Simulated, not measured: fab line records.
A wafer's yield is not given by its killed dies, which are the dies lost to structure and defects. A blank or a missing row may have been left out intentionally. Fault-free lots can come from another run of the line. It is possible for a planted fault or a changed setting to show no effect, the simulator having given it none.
Matching of chambers | flow n5_finfet | N5_DUMMY_GATE_ETCH_44 on rie_si-02 has 4 sister chambers
The step etches poly-Si in HBr/O2, stops on SiO2, target depth 127.5 nm. 7 wafers are shown with their chamber, then 7 later ones without.

## WAFERS, EACH WITH ITS CHAMBER
wafer  | chamber | throttle_valve_pct (%) | he_backside_leak_sccm (sccm)
L074.3 | 3       | 18.33                  | 2.9
L084.5 | 1       | 18.24                  | 3.7
L086.1 | 1       | 18.24                  | 3.8
L088.1 | 2       | 18.62                  | 2.3
L088.6 | 0       | 18.51                  | 2.8
L091.1 | 2       | 18.60                  | 2.5
L091.4 | 0       | 18.50                  | 2.6

## WAFERS WITHOUT THEIR CHAMBER
wafer  | throttle_valve_pct (%) | he_backside_leak_sccm (sccm)
L091.6 | 18.24                  | 3.9
L096.1 | 18.51                  | 2.6
L096.2 | 18.26                  | 3.8
L096.5 | 18.25                  | 3.8
L097.1 | 18.25                  | 3.5
L097.4 | 18.33                  | 3.2
L097.6 | 18.62                  | 2.4

## CHAMBER TAKEN BY EACH
wafer  | from the rows above | in truth
L091.6 | 1                   | 1
L096.1 | 0                   | 0
L096.2 | 1                   | 1
L096.5 | 1                   | 1
L097.1 | 1                   | 1
L097.4 | 3                   | 3
L097.6 | 2                   | 2
7 of 7 placed correctly. Number that these rows cannot place: 0. Number placed wrongly: 0.
How it was worked out, from the rows above alone: a wafer's distance from a chamber is the root of the sum, over the readings, of the square of ((its reading less the chamber's mean) divided by the reading's scatter). If the next closest chamber is less than 2 further off than the closest, the wafer can't be placed; otherwise it belongs to the closest. The mean given for a chamber averages the wafers shown for that chamber. The scatter is the square root of a quotient: the sum, over the shown wafers, of each reading's squared deviation from its chamber's mean, divided by wafers minus chambers.
